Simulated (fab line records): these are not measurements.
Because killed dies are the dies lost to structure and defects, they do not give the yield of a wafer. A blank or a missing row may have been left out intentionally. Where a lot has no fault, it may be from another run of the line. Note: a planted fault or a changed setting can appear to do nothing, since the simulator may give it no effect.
fab line records	flow n5Finfet
[record] lots = 5	wafers = 15	lastDay = 18
route steps=1938 shown FIN_SAQP@108 BEOL_M4@1111 PASSIVATION@1936
lots that met no fault: taken from a fault-free run of the same line
startH: start of the lot's first displayed wafer, in hours after the record's first day	waitH: hours from the lot's prior step to this one	" unchanged from the row above	L1.1+2: one row covering several wafers at once	- no value, or no start given	* or withheld: withheld	< > ~ a bound
route shown NAME@n: names a module that has steps shown in the file, with the first one's number in the route	usual: mean and standard deviation over wafers with no fault	same: alike in all rows	chamber/n: place in a boat	sites: readings site by site	_std_site: the standard deviation of these	_edge_site: the outer-site mean with the inner-site mean subtracted	radiusMm: for every site, how far away it sits from the centre of the wafer	mask NAME#n: copy n	behind: tool/chamber where the wafer was last shaped	hold: why the lot was held/for how many hours/how that ended	device: transistor that didn't switch, given as n, p or np	end of line: tests run on the same wafers once the route is complete	a step given without rows: its recipe and nothing more	killed: not the wafer's yield, but the dies lost to structure and defects at the first sort	map: per-die view of a wafer (x killed, . not killed, _ where there is no die)
set.NAME: the run value of the setting; set.NAME@STEP: its run value at that earlier step	model.NAME: the simulator's own value behind a step, which no gauge read
lots at some steps of the route; a table a step, a row a wafer
services: a tool's chamber out of use, with start hour (startH, from the record's first day; less than 0 if before it), hours out, and reason
[[steps]]
[step N5_FIN_SAQP_EXPOSE_13]
[recipe] maskId = FIN_CORE	na = 1.35	sourceShape = dipole	sigmaInner = 0.538	sigmaOuter = 0.738	polarization = te	targetCdNm = 35.6	doseMj = 63.25
[step N5_FIN_SAQP_PEB_14]
[recipe] pebTempC = withheld	pebTimeS = 60	resist = CAR-ArF
[step N5_FIN_SAQP_DEVELOP_15]
[recipe] developTimeS = 30	developer = TMAH	resist = CAR-ArF	devTempC = 23	rinseLiquid = diw	dry = airSpin
[step N5_FIN_SAQP_CD_MEAS_16]
[recipe] targetCdNm = 35.6	landingEnergyEv = 500	detector = seInlens
[usual] cdNm = 35.7/0.31
lot.wafer	tool	chamber	startH	waitH	cdNm
L402.2	cdSem-02	0	21.30	-	35.8
L402.4	"	0	"	"	35.3
L402.6	"	0	"	"	35.5
L406.2	cdSem-03	0	47.85	-	35.3
L406.4	"	0	"	"	35.4
L406.5	"	0	"	"	35.4
L414.2	cdSem-01	0	94.08	-	36.1
L414.3	"	0	"	"	36.1
L414.6	"	0	"	"	35.8
L418.2	cdSem-01	0	117.56	-	35.8
L418.4	"	0	"	"	36.2
L418.5	"	0	"	"	36.3
L421.2	cdSem-03	0	136.60	-	36.1
L421.4	"	0	"	"	35.7
L421.6	"	0	"	"	36.2
[step N5_FIN_SAQP_OVL_MEAS_17]
[recipe] pointsPerWafer = 44
[usual] FIN_CORE_OVL = 0.4/0.95
lot.wafer	tool	chamber	startH	waitH	FIN_CORE_OVL[nm]
L402.2	overlay-01	0	21.33	0.0	-0.4
L402.4	"	0	"	"	-1.7
L402.6	"	0	"	"	-2.6
L406.2	overlay-01	0	47.89	0.0	0.2
L406.4	"	0	"	"	1.7
L406.5	"	0	"	"	-0.1
L414.2	overlay-01	0	94.12	0.0	-1.1
L414.3	"	0	"	"	-0.5
L414.6	"	0	"	"	-0.7
L418.2	overlay-01	0	117.60	0.0	0.5
L418.4	"	0	"	"	1.7
L418.5	"	0	"	"	0.4
L421.2	overlay-01	0	136.64	0.0	-0.1
L421.4	"	0	"	"	2.3
L421.6	"	0	"	"	1.8
[step N5_FIN_SAQP_INSPECT_18]
[recipe] mode = adi	inspectInstrument = brightfield
[usual] rawDefectCount = 422/110
lot.wafer	tool	chamber	startH	waitH	rawDefectCount
L402.2	defectInspect-02	-	21.36	0.0	436
L402.4	"	-	"	"	355
L402.6	"	-	"	"	332
L406.2	defectInspect-02	-	47.91	0.0	343
L406.4	"	-	"	"	312
L406.5	"	-	"	"	471
L414.2	defectInspect-02	-	94.14	0.0	388
L414.3	"	-	"	"	338
L414.6	"	-	"	"	454
L418.2	defectInspect-02	-	117.62	0.0	563
L418.4	"	-	"	"	405
L418.5	"	-	"	"	898
L421.2	defectInspect-02	-	136.66	0.0	404
L421.4	"	-	"	"	430
L421.6	"	-	"	"	441
[step N5_FIN_SAQP_DESCUM_21]
[recipe] chemistry = O2	timeS = 7.9	sourcePowerW = 50	biasPowerW = 20	pressureMtorr = 20	rfFrequencyHz = 2.712e+07	tempC = 40	resist = CAR-ArF	o2FlowSccm = 225
[usual] drypumpMotorCurrentA = 5.6/0.52	oesProductAu = 0.79/0.11	rfVppV = 243.3/1.5	showerheadPlenumPTorr = 2.10/0.083	throttleValvePct = 20.44/0.26
lot.wafer	tool	chamber	startH	waitH	drypumpMotorCurrentA	oesProductAu	rfHoursCounterH	rfVppV	showerheadPlenumPTorr	throttleValvePct
L402.2	rieDiel-06	2	21.39	0.0	5.3	0.73	181	244.4	2.18	20.64
L402.4	"	2	"	"	5.3	0.74	-	244.2	2.18	20.63
L402.6	"	1	"	"	5.9	0.69	-	241.0	1.95	20.55
L406.2	rieDiel-06	3	47.95	0.0	4.9	0.67	255	240.3	1.97	20.92
L406.4	"	2	"	"	5.4	0.73	-	244.4	2.18	20.65
L406.5	"	3	"	"	4.9	0.67	-	240.6	1.97	20.92
L414.2	rieDiel-06	2	94.18	0.0	5.3	0.71	215	242.9	2.17	20.68
L414.3	"	1	"	"	5.9	0.97	8	244.7	2.22	20.20
L414.6	"	0	"	"	5.3	0.67	-	244.6	2.14	20.68
L418.2	rieDiel-06	1	117.66	0.0	5.9	0.94	15	243.9	2.22	20.20
L418.4	"	3	"	"	4.9	1.00	-	244.2	2.23	20.50
L418.5	"	2	"	"	5.4	0.70	-	243.8	2.17	20.70
L421.2	rieDiel-06	1	136.70	0.0	5.9	0.93	21	244.9	2.22	20.21
L421.4	"	2	"	"	5.3	0.69	228	245.5	2.16	20.69
L421.6	"	0	"	"	5.2	0.97	-	243.5	2.14	20.27
[step N5_FIN_SAQP_ETCH_51]
[recipe] chemistry = CF4	target = SiARC	targetDepthA = 455	maskMaterial = CAR-ArF	timeS = 75.8	ionEnergyEv = 80	pressureMtorr = 40	sourceW = 545	biasW = 36	Ar_flow_sccm = 100	cf4FlowSccm = 100	ends = cleared
[usual] biasW = 36.02/0.11	drypumpMotorCurrentA = 5.6/0.52	etchRfOnTimeS = 75.5/1.7	oesProductAu = 0.68/0.09	rfVppV = 184.1/1.3	showerheadPlenumPTorr = 2.16/0.081	throttleValvePct = 15.65/0.25
lot.wafer	tool	chamber	startH	waitH	biasW	drypumpMotorCurrentA	etchRfOnTimeS	oesProductAu	rfHoursCounterH	rfVppV	showerheadPlenumPTorr	throttleValvePct
L402.2	rieDiel-06	2	21.44	0.0	36.13	5.3	73.2	0.64	181	186.1	2.21	15.74
L402.4	"	2	"	"	36.17	5.3	72.7	0.63	-	185.2	2.21	15.74
L402.6	"	1	"	"	35.98	5.9	72.0	0.59	-	182.4	2.03	15.96
L406.2	rieDiel-06	3	47.98	0.0	36.08	5.0	76.4	0.58	255	182.1	2.03	16.22
L406.4	"	2	"	"	36.05	5.4	73.3	0.63	-	184.3	2.21	15.77
L406.5	"	3	"	"	35.97	5.0	76.4	0.58	-	184.3	2.03	16.22
L414.2	rieDiel-06	2	94.21	0.0	36.01	5.4	74.5	0.61	215	185.1	2.20	15.80
L414.3	"	1	"	"	35.99	5.9	74.7	0.84	8	185.9	2.29	15.43
L414.6	"	0	"	"	36.02	5.3	77.9	0.58	-	184.6	2.19	15.92
L418.2	rieDiel-06	1	117.69	0.0	36.10	5.9	74.4	0.81	15	184.3	2.29	15.43
L418.4	"	3	"	"	36.09	4.9	73.2	0.85	-	185.0	2.29	15.70
L418.5	"	2	"	"	36.12	5.4	73.8	0.61	-	184.3	2.20	15.82
L421.2	rieDiel-06	1	136.73	0.0	35.85	5.9	73.8	0.80	21	187.1	2.29	15.45
L421.4	"	2	"	"	36.04	5.4	74.2	0.60	228	184.8	2.20	15.82
L421.6	"	0	"	"	35.98	5.2	74.7	0.85	-	184.1	2.19	15.41
[step N5_FIN_SAQP_ETCH_52]
[recipe] chemistry = N2/H2	target = SOC	targetDepthA = 1000	overetchA = 200	maskMaterial = SiARC	tempC = 40	timeS = 150	ionEnergyEv = 200	pressureMtorr = 30	sourceW = 840	biasW = 150	n2FlowSccm = 200	h2FlowSccm = 200	ends = endPoint
[usual] biasW = 150.0/0.48	drypumpMotorCurrentA = 5.6/0.52	oesProductAu = 0.71/0.091	rfVppV = 524.3/2.9	showerheadPlenumPTorr = 2.55/0.099	throttleValvePct = 17.79/0.25
lot.wafer	tool	chamber	startH	waitH	biasW	drypumpMotorCurrentA	oesProductAu	rfHoursCounterH	rfVppV	showerheadPlenumPTorr	throttleValvePct
L402.2	rieDiel-06	2	21.53	0.1	149.7	5.4	0.65	182	527.1	2.61	17.79
L402.4	"	2	"	"	150.1	5.4	0.65	-	525.9	2.61	17.80
L402.6	"	1	"	"	149.6	5.9	0.60	-	519.3	2.39	18.06
L406.2	rieDiel-06	3	48.04	0.0	149.5	4.9	0.61	255	519.1	2.38	18.19
L406.4	"	2	"	"	150.1	5.4	0.64	-	527.1	2.61	17.86
L406.5	"	3	"	"	149.8	4.9	0.61	-	520.0	2.38	18.18
L414.2	rieDiel-06	2	94.27	0.0	149.4	5.4	0.63	215	526.5	2.60	17.85
L414.3	"	1	"	"	149.6	5.9	0.87	8	528.5	2.72	17.62
L414.6	"	0	"	"	150.1	5.2	0.61	-	526.8	2.61	18.17
L418.2	rieDiel-06	1	117.75	0.0	149.5	5.9	0.84	15	529.2	2.72	17.63
L418.4	"	3	"	"	149.2	5.0	0.89	-	529.4	2.70	17.72
L418.5	"	2	"	"	150.8	5.3	0.63	-	527.1	2.60	17.87
L421.2	rieDiel-06	1	136.79	0.0	149.7	5.9	0.83	21	528.5	2.71	17.64
L421.4	"	2	"	"	150.0	5.4	0.63	228	525.2	2.59	17.88
L421.6	"	0	"	"	150.0	5.3	0.88	-	526.1	2.60	17.72
[step N5_FIN_SAQP_STRIP_53]
[recipe] chemistry = N2/H2	tempC = 40	n2FlowSccm = 200	h2FlowSccm = 200	rfFrequencyHz = 6e+07
[step N5_FIN_SAQP_HM_OPEN_73]
[recipe] chemistry = CHF3/O2	target = SiO2	stopOn = a-Si	targetDepthA = 120	overEtchFrac = 1.8	maskMaterial = SOC	timeS = 16.8	pressureMtorr = 30	sourceW = 650	biasW = 170	Ar_flow_sccm = 200	CHF3_flow_sccm = 50	O2_flow_sccm = 5	ionEnergyEv = 200	ends = endPoint
[usual] biasW = 170.0/0.56	drypumpMotorCurrentA = 5.6/0.52	oesProductAu = 0.48/0.059	rfVppV = 525/7.3	showerheadPlenumPTorr = 2.43/0.091	throttleValvePct = 18.88/0.24
lot.wafer	tool	chamber	startH	waitH	biasW	drypumpMotorCurrentA	oesProductAu	rfHoursCounterH	rfVppV	showerheadPlenumPTorr	throttleValvePct
L402.2	rieDiel-06	2	21.69	0.0	171.4	5.3	0.44	182	526	2.49	18.90
L402.4	"	2	"	"	170.6	5.3	0.43	-	524	2.49	18.91
L402.6	"	1	"	"	169.3	5.9	0.40	-	520	2.28	19.10
L406.2	rieDiel-06	3	48.14	0.0	169.7	4.9	0.41	255	525	2.29	19.44
L406.4	"	2	"	"	169.5	5.3	0.43	-	525	2.48	18.92
L406.5	"	3	"	"	169.6	5.0	0.41	-	526	2.29	19.45
L414.2	rieDiel-06	2	94.37	0.0	169.5	5.4	0.42	215	526	2.47	18.96
L414.3	"	1	"	"	170.5	5.9	0.57	8	533	2.57	18.66
L414.6	"	0	"	"	169.6	5.3	0.41	-	524	2.45	19.02
L418.2	rieDiel-06	1	117.86	0.0	169.4	5.9	0.56	15	531	2.57	18.68
L418.4	"	3	"	"	169.9	4.9	0.59	-	534	2.58	19.01
L418.5	"	2	"	"	169.3	5.4	0.43	-	527	2.47	18.98
L421.2	rieDiel-06	1	136.89	0.0	171.3	5.9	0.55	21	530	2.57	18.68
L421.4	"	2	"	"	169.4	5.4	0.42	228	525	2.47	18.98
L421.6	"	0	"	"	168.7	5.2	0.59	-	524	2.45	18.61
[step N5_FIN_SAQP_STRIP_74]
[recipe] chemistry = CHF3/O2	resist = SiARC	rfFrequencyHz = 6e+07
[step N5_FIN_SAQP_MANDREL_ETCH_22]
[recipe] targetDepthA = 600	chemistry = HBr/Cl2	target = a-Si	stopOn = SiNx	btTimeS = 10	overEtchFrac = 0.5	timeS = 30	pressureMtorr = 10	icpW = 800	biasW = 75	HBr_flow_sccm = 150	Cl2_flow_sccm = 80	ends = endPoint
[usual] biasW = 75.00/0.2	drypumpMotorCurrentA = 5.8/0.41	oesProductAu = 0.765/0.015	overEtchFrac = 0.5/0	throttleValvePct = 35.38/0.28
lot.wafer	tool	chamber	startH	waitH	biasW	drypumpMotorCurrentA	oesProductAu	overEtchFrac	rfHoursCounterH	throttleValvePct	model.SOC_of_FIN_SAQP_COAT_49.thkNm
L402.2	rieSi-06	3	21.81	0.0	74.87	5.3	0.738	0.5	65	35.28	75.92
L402.4	"	1	"	"	75.22	6.1	0.768	0.5	-	35.51	76.27
L402.6	"	0	"	"	74.74	5.7	0.788	0.5	-	35.26	76.4
L406.2	rieSi-01	2	48.23	0.0	75.23	5.1	0.760	0.5	7	35.59	75.79
L406.4	"	1	"	"	74.99	6.5	0.772	0.5	-	36.02	76.12
L406.5	"	2	"	"	75.12	5.2	0.753	0.5	-	35.62	76.02
L414.2	rieSi-01	3	94.46	0.0	74.96	6.3	0.802	0.44336	1	34.85	76.98
L414.3	"	1	"	"	74.93	6.5	0.760	0.5	69	36.04	76.82
L414.6	"	3	"	"	75.18	6.2	0.800	0.44336	-	34.85	77.16
L418.2	rieSi-06	0	117.94	0.0	75.16	5.7	0.779	0.5	114	35.26	75.81
L418.4	"	1	"	"	74.84	6.1	0.772	0.5	158	35.53	76.29
L418.5	"	2	"	"	74.72	5.8	0.750	0.5	-	35.32	76.55
L421.2	rieSi-06	3	136.98	0.0	74.73	5.3	0.741	0.5	67	35.28	75.82
L421.4	"	1	"	"	74.91	6.1	0.773	0.5	159	35.50	76.55
L421.6	"	0	"	"	74.72	5.6	0.780	0.5	-	35.24	76.18
[step N5_FIN_SAQP_STRIP_55]
[recipe] chemistry = N2/H2	powerW = 500	tempC = 40	pressureMtorr = 50	rfFrequencyHz = 6e+07	overashFraction = 0.3	biasPowerW = 28	h2Frac = 0.5	n2FlowSccm = 300	h2FlowSccm = 300
[usual] drypumpMotorCurrentA = 5.7/0.49	oesProductAu = 0.80/0.082	rfVppV = 122.0/1.4	showerheadPlenumPTorr = 3.35/0.1	throttleValvePct = 18.8/0.37
lot.wafer	tool	chamber	startH	waitH	drypumpMotorCurrentA	oesProductAu	rfHoursCounterH	rfVppV	showerheadPlenumPTorr	throttleValvePct
L402.2	rieDiel-06	2	21.90	0.1	5.4	0.73	182	123.1	3.45	18.8
L402.4	"	2	"	"	5.4	0.73	-	122.9	3.45	18.8
L402.6	"	1	"	"	5.9	0.68	-	119.0	3.17	19.0
L406.2	rieDiel-03	3	48.33	0.1	5.8	0.87	50	121.7	3.27	18.7
L406.4	"	0	"	"	5.2	0.82	66	122.4	3.51	18.6
L406.5	"	3	"	"	5.7	0.87	-	121.4	3.27	18.7
L414.2	rieDiel-06	1	94.57	0.1	5.9	0.96	8	126.0	3.58	18.7
L414.3	"	2	"	"	5.4	0.71	216	123.5	3.43	18.8
L414.6	"	2	"	"	5.4	0.71	-	123.1	3.43	18.8
L418.2	rieDiel-04	1	118.04	0.1	5.7	0.75	158	122.7	3.22	18.3
L418.4	"	2	"	"	6.8	0.68	200	122.8	3.33	19.2
L418.5	"	1	"	"	5.7	0.75	-	119.3	3.22	18.3
L421.2	rieDiel-04	1	137.08	0.1	5.8	0.75	163	121.6	3.22	18.3
L421.4	"	0	"	"	5.0	0.84	79	121.6	3.25	19.1
L421.6	"	1	"	"	5.8	0.74	-	124.4	3.22	18.3
[step N5_BEOL_M4_RC_MEAS_101]
[usual] DIBL_N = 36.0/2.2	DIBL_P = 36.2/2.4	IOFF_N = 0.16/0.035	IOFF_P = 0.21/0.037	ION_N = 672/13	ION_P = 461/7	SS_N = 71.4/0.69	SS_P = 73.2/0.75	VT_N = 250/3.4	VT_P = -251/3
lot.wafer	tool	chamber	startH	waitH	DIBL_N[mV/V]	DIBL_P[mV/V]	IOFF_N[nA/um]	IOFF_P[nA/um]	ION_N[uA/um]	ION_P[uA/um]	SS_N[mV/dec]	SS_P[mV/dec]	VT_N[mV]	VT_P[mV]
L402.2	prober-01	0	205.17	0.2	36.3	36.5	0.16	0.20	671	455	72.0	73.4	250	-253
L402.4	"	0	"	"	35.2	36.3	0.15	0.20	683	467	70.9	73.0	247	-252
L402.6	"	0	"	"	36.4	37.6	0.18	0.21	677	460	72.2	73.9	244	-252
L406.2	prober-02	0	232.46	0.2	36.4	36.3	0.16	0.22	665	458	70.9	73.9	251	-248
L406.4	"	0	"	"	37.4	37.5	0.18	0.23	680	464	71.3	74.3	248	-247
L406.5	"	0	"	"	36.0	37.4	0.17	0.25	679	468	71.3	73.8	246	-244
L414.2	prober-02	0	271.29	0.2	37.4	36.5	0.17	0.20	677	461	70.9	73.8	249	-253
L414.3	"	0	"	"	36.3	35.0	0.14	0.18	668	459	71.7	72.9	252	-254
L414.6	"	0	"	"	37.8	37.1	0.17	0.21	687	464	71.2	73.6	248	-250
L418.2	prober-02	0	304.09	0.2	37.9	37.9	0.20	0.23	682	456	72.3	73.2	247	-250
L418.4	"	0	"	"	34.1	35.1	0.13	0.17	663	456	70.9	72.7	251	-255
L418.5	"	0	"	"	33.5	32.2	0.11	0.15	655	451	71.3	72.3	255	-254
L421.2	prober-02	0	322.19	0.2	38.1	39.9	0.19	0.26	669	465	72.0	73.9	248	-246
L421.4	"	0	"	"	35.9	36.5	0.15	0.20	660	451	71.4	73.1	253	-252
L421.6	"	0	"	"	34.2	34.5	0.13	0.16	658	449	70.9	72.6	253	-252
[step N5_PASSIVATION_PROBE_49]
[usual] defectLimitedYield = 91.2/1.4	killed_at_M0_to_M3 = 34/9.4	killed_at_M4_up = 14/5.6	killedAtContacts = 13/7.8	killedAtFrontEnd = 37/10	killedAtOther = 4/3.3	killedDies = 103/17	killedOpen = 68/13	killedShort = 33/8.2	sort_bin_5_function = 5.1/0.92	sort_bin_6_memory = 3.3/0.71	sortNPass = 1077/17	sortYieldPct = 91.2/1.4
[same] grossDies = 1180	killedAtBackSide = 0	sort_bin_4_leakage[%] = 0	sort_bin_8_speed[%] = 0
lot.wafer	tool	chamber	startH	waitH	defectLimitedYield[%]	killed_at_M0_to_M3	killed_at_M4_up	killedAtContacts	killedAtFrontEnd	killedAtOther	killedDies	killedOpen	killedShort	sort_bin_5_function[%]	sort_bin_6_memory[%]	sortNPass	sortYieldPct[%]
L402.2	prober-02	-	310.52	0.1	91.4	36	3	31	28	4	102	71	30	5.1	3.1	1078	91.4
L402.4	prober-02	-	310.62	0.2	91.9	25	11	32	22	5	95	58	31	5.0	2.5	1085	91.9
L402.6	prober-02	-	310.72	0.3	88.1	31	7	51	51	1	141	101	40	6.8	4.7	1039	88.1
L406.2	prober-01	-	334.04	0.1	91.7	22	12	22	38	4	98	61	29	4.2	3.3	1082	91.7
L406.4	prober-01	-	334.14	0.2	92.2	19	23	17	32	1	92	69	21	4.4	3.1	1088	92.2
L406.5	prober-01	-	334.19	0.2	90.1	41	25	20	30	1	117	87	26	6.1	3.6	1063	90.1
// killed by level:class
L402.2 MOL_CONTACT_COAG:geometricParticle:open=25 BEOL_M3:geometricParticle:open=9 BEOL_M0_SAQP:geometricParticle:open=8 BEOL_M0_SAQP:geometricParticle:short=8 FIN_SAQP:geometricParticle:open=6 MOL_CONTACT_COAG:geometricParticle:short=6 BEOL_M2:geometricParticle:open=5 FIN_SAQP:geometricParticle:short=4
L402.4 MOL_CONTACT_COAG:geometricParticle:open=25 MOL_CONTACT_COAG:geometricParticle:short=7 BEOL_M1:geometricParticle:open=7 BEOL_M0_SAQP:geometricParticle:short=5 BEOL_M1:geometricParticle:short=5 HKMG_FIN:areaEtch=5 DUMMY_GATE:geometricParticle:open=3 BEOL_M0_SAQP:geometricParticle:open=3
L402.6 MOL_CONTACT_COAG:geometricParticle:open=42 STI_FIN_REVEAL:geometricParticle:open=13 FIN_SAQP:geometricParticle:short=9 MOL_CONTACT_COAG:geometricParticle:short=9 FIN_SAQP:geometricParticle:open=7 BEOL_M0_SAQP:geometricParticle:short=7 BEOL_M2:geometricParticle:open=7 DUMMY_GATE:geometricParticle:open=5
L406.2 MOL_CONTACT_COAG:geometricParticle:open=16 GATE_CUT:geometricParticle:short=12 FIN_SAQP:geometricParticle:open=8 MOL_CONTACT_COAG:geometricParticle:short=6 BEOL_M2:geometricParticle:open=6 BEOL_M3:geometricParticle:open=6 HKMG_FIN:areaEtch=6 BEOL_M0_SAQP:geometricParticle:open=4
L406.4 MOL_CONTACT_COAG:geometricParticle:open=14 BEOL_M4:geometricParticle:open=9 FIN_SAQP:geometricParticle:open=8 BEOL_M2:geometricParticle:open=6 STARTING-WAFER:geometricParticle:open=5 DUMMY_GATE:geometricParticle:open=4 BEOL_M0_SAQP:geometricParticle:open=4 FIN_SAQP:geometricParticle:short=3
L406.5 MOL_CONTACT_COAG:geometricParticle:open=15 FIN_SAQP:geometricParticle:open=12 BEOL_M3:geometricParticle:open=8 BEOL_M0_SAQP:geometricParticle:open=8 BEOL_M2:geometricParticle:open=8 BEOL_M4:geometricParticle:open=8 BEOL_M1:geometricParticle:open=6 BEOL_M5:geometricParticle:open=6
[[services]]
tool	chamber	startH	hours	kind
rieDiel-06	1	-0.30	7.3	repair
rieDiel-04	1	1.36	18.1	repair
rieSi-01	2	19.84	3.1	repair
rieDiel-06	3	19.86	10.1	repair
rieSi-06	2	21.16	1.9	repair
rieDiel-04	0	33.73	4.9	repair
rieDiel-06	3	40.78	3.3	repair
rieDiel-06	1	49.39	-	clean
rieDiel-06	1	49.39	-	consumableReplace:focusRing
rieDiel-06	1	49.39	-	consumableReplace:showerhead
rieDiel-06	1	49.39	21.1	scheduledDown
rieDiel-06	1	49.39	21.1	ventCycle
rieDiel-06	3	70.48	-	clean
rieDiel-06	3	70.48	-	consumableReplace:focusRing
rieDiel-06	3	70.48	-	consumableReplace:showerhead
rieDiel-06	3	70.48	28.0	scheduledDown
rieDiel-06	3	70.48	28.0	ventCycle
rieDiel-03	0	72.76	9.1	repair
rieDiel-06	-	74.08	0.7	repair
rieSi-06	3	101.43	2.5	repair
rieDiel-06	0	112.78	-	clean
rieDiel-06	0	112.78	-	consumableReplace:focusRing
rieSi-01	2	120.73	1.2	repair
rieSi-06	2	122.13	6.5	repair
[[key]]
[firstSign] step = N5_FIN_SAQP_MANDREL_ETCH_22	reading = overEtchFrac	direction = down	sigmas = 99+	usual = 0.5	struck = 0.44336
effect none on later readings
[modelEffect] step = N5_FIN_SAQP_MANDREL_ETCH_22	value = SOC_of_FIN_SAQP_COAT_49.thkNm	without = 76.14	struck = 77.07
metAt N5_FIN_SAQP_MANDREL_ETCH_22
struckWafers L414.2,L414.6
[fault] kind = processParameterDrift	tool = rieSi-01	chamber = 3	onsetH = 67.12	steps = N5_FIN_SAQP_MANDREL_ETCH_22	channel = overEtchFrac	offset = -0.056638	shape = step	endH = 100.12	actsIn = theseRecipesOnly	stated = 0.5
